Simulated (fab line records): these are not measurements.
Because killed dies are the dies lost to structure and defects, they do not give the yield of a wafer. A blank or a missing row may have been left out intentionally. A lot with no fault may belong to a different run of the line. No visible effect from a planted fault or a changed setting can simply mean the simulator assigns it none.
A single fault, viewed from 2 desks / flow n5_finfet / only its own numbers are on each desk; what lay behind them is given at the end

== AT THE TOOL OWNER'S DESK: vapor_etch-02 ==
The tool's own readings at N5_STI_FIN_REVEAL_RECESS_09 (chemistry HF/NH3, target SiO2, afs cycles 11, target depth 42.5 nm, sublimation time 60 s): means of the sampled wafers that have a number, for each lot that ran on this tool. Any lot whose mean is over 4 standard deviations away from the usual mean is out of limits and marked OUT; that distance is given in the brackets.
Columns: A = drypump_motor_current_A at N5_STI_FIN_REVEAL_RECESS_09, usual 5.8 A; B = sublimation_temp_c at N5_STI_FIN_REVEAL_RECESS_09, usual 179.97 C
lot=L801; first seen here=day 3 05:10; A=6.3; B=180.05
lot=L814; first seen here=day 6 10:01; A=6.0; B=179.92
lot=L815; first seen here=day 6 17:32; A=6.2; B=179.98
Result from this desk: across the 3 lots, nothing is out of limits.

== FROM THE METROLOGY DESK ==
Lot by lot, what the gauges showed, no matter which tool ran the lot: averages of those sampled wafers that carry a number. Any lot whose mean is over 4 standard deviations away from the usual mean is out of limits and marked OUT; that distance is given in the brackets. 7 of its 13 readings are shown: the first one out of limits and those lying furthest out on some lot.
Columns: A = trench_depth_nm at N5_STI_FIN_REVEAL_FIN_H_MEAS_10, usual 52.2 nm; B = DIBL_N at N5_BEOL_M4_RC_MEAS_101, usual 35.9 mV/V; C = IOFF_N at N5_BEOL_M4_RC_MEAS_101, usual 0.149 nA/um; D = IOFF_N_85C at N5_BEOL_M4_RC_MEAS_101, usual 2.9 nA/um; E = ION_N at N5_BEOL_M4_RC_MEAS_101, usual 671 uA/um; F = SS_N at N5_BEOL_M4_RC_MEAS_101, usual 71.4 mV/dec; G = SS_P at N5_BEOL_M4_RC_MEAS_101, usual 73.2 mV/dec
lot=L801; first seen here=day 3 07:56; A=53.4; B=33.7; C=0.116; D=2.3; E=667; F=70.9; G=72.0
lot=L814; first seen here=day 6 12:43; A=49.2 (-4.7) OUT; B=42.4 (+4.1) OUT; C=0.376 (+7.8) OUT; D=6.3 (+7.3) OUT; E=644; F=77.3 (+9.5) OUT; G=75.8
lot=L815; first seen here=day 6 19:42; A=49.1 (-4.8) OUT; B=40.8; C=0.305 (+5.4) OUT; D=5.4 (+5.2) OUT; E=630; F=77.9 (+10) OUT; G=74.8
lot=L817; first seen here=day 7 10:17; A=52.0; B=35.5; C=0.146; D=2.9; E=664; F=71.3; G=73.1
This desk's verdict: out of limits on L814, L815, starting with L814 at day 6 12:43 (trench_depth_nm at N5_STI_FIN_REVEAL_FIN_H_MEAS_10). In limits: L801, L817.

== ALL TOGETHER ==
At day 6 12:43 the metrology desk could have sounded an alarm, on L814, L815.
The tool owner's desk saw nothing out of limits.
The tool owner's desk has L814, L815 on record, within its limits.
Of the lots named, all ran N5_STI_FIN_REVEAL_RECESS_09 on vapor_etch-02.

== WHAT THE SIMULATOR HAD PUT IN ==
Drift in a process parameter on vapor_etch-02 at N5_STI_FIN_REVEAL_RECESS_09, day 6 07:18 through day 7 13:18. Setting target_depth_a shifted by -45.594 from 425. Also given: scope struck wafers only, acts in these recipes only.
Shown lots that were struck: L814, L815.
Per desk, hours elapsed from the start of the fault to the first reading out of limits: for the metrology desk, 5.
